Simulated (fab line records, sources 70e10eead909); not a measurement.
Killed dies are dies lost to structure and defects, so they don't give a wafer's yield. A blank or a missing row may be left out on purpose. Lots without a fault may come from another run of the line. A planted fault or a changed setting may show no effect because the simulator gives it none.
Chamber matching | flow nand_harc | NHARC_A_BLC_STRIP_29 on rie_diel-01: 4 sister chambers
The step strips in CF4. 20 wafers are shown with their chamber, then 10 later ones without.

WAFERS WITH THEIR CHAMBER
wafer  | chamber | showerhead_plenum_p_Torr (Torr) | drypump_motor_current_A (A) | oes_product_au (a.u.)
L079.3 | 0       | 1.85                            | 4.9                         | 1.006
L079.4 | 3       | 1.66                            | 5.9                         | 0.990
L079.5 | 1       | 1.89                            | 5.3                         | 1.002
L082.1 | 2       | 1.87                            | 6.3                         | 1.005
L082.5 | 2       | 1.87                            | 6.3                         | 0.996
L082.6 | 3       | 1.66                            | 6.0                         | 0.989
L081.1 | 0       | 1.84                            | 4.9                         | 1.015
L081.3 | 2       | 1.87                            | 6.3                         | 0.996
L081.4 | 3       | 1.66                            | 5.9                         | 0.980
L083.1 | 2       | 1.87                            | 6.3                         | 1.003
L083.5 | 1       | 1.89                            | 5.3                         | 1.010
L083.6 | 2       | 1.87                            | 6.3                         | 1.006
L086.1 | 2       | 1.87                            | 6.3                         | 0.984
L086.4 | 0       | 1.84                            | 4.9                         | 1.010
L086.5 | 1       | 1.89                            | 5.3                         | 1.007
L090.1 | 3       | 1.66                            | 5.9                         | 0.988
L090.2 | 0       | 1.84                            | 4.9                         | 1.009
L090.3 | 1       | 1.89                            | 5.3                         | 1.007
L089.3 | 0       | 1.84                            | 4.9                         | 1.005
L089.5 | 2       | 1.87                            | 6.3                         | 1.007

SIGNATURES (means of the wafers above)
reading                  | chamber 0 | chamber 1 | chamber 2 | chamber 3 | scatter within a chamber
showerhead_plenum_p_Torr | 1.8420    | 1.8900    | 1.8700    | 1.6600    | 0.00224
drypump_motor_current_A  | 4.900     | 5.300     | 6.300     | 5.925     | 0.0217
oes_product_au           | 1.00900   | 1.00650   | 0.99957   | 0.98675   | 0.00593
Rule: a wafer's distance from a chamber is the root of the sum, over the readings, of the square of ((its reading less the chamber's mean) divided by the reading's scatter). The wafer belongs to the nearest chamber; if the next one is less than 2 further off, it can't be placed. The scatter: the root of (the sum of the squares of (reading less its chamber's mean) over the shown wafers, divided by (wafers less chambers)).

WAFERS WITHOUT THEIR CHAMBER
wafer  | showerhead_plenum_p_Torr (Torr) | drypump_motor_current_A (A) | oes_product_au (a.u.)
L089.6 | 1.66                            | 5.9                         | 0.986
L092.1 | 1.87                            | 6.2                         | 1.011
L092.2 | 1.66                            | 6.0                         | 0.995
L092.5 | 1.66                            | 5.9                         | 0.993
L093.2 | 1.87                            | 6.3                         | 0.997
L093.4 | 1.65                            | 5.9                         | 1.000
L093.6 | 1.87                            | 6.3                         | 1.003
L096.1 | 1.88                            | 5.3                         | 1.004
L096.4 | 1.87                            | 6.3                         | 1.008
L096.6 | 1.84                            | 4.9                         | 1.007

WHICH CHAMBER EACH WENT THROUGH
wafer  | from the rows above | in truth
L089.6 | 3                   | 3
L092.1 | 2                   | 2
L092.2 | 3                   | 3
L092.5 | 3                   | 3
L093.2 | 2                   | 2
L093.4 | 3                   | 3
L093.6 | 2                   | 2
L096.1 | 1                   | 1
L096.4 | 2                   | 2
L096.6 | 0                   | 0
Placed correctly: 10 of 10. Can't be placed from these rows: 0. Placed wrongly: 0.
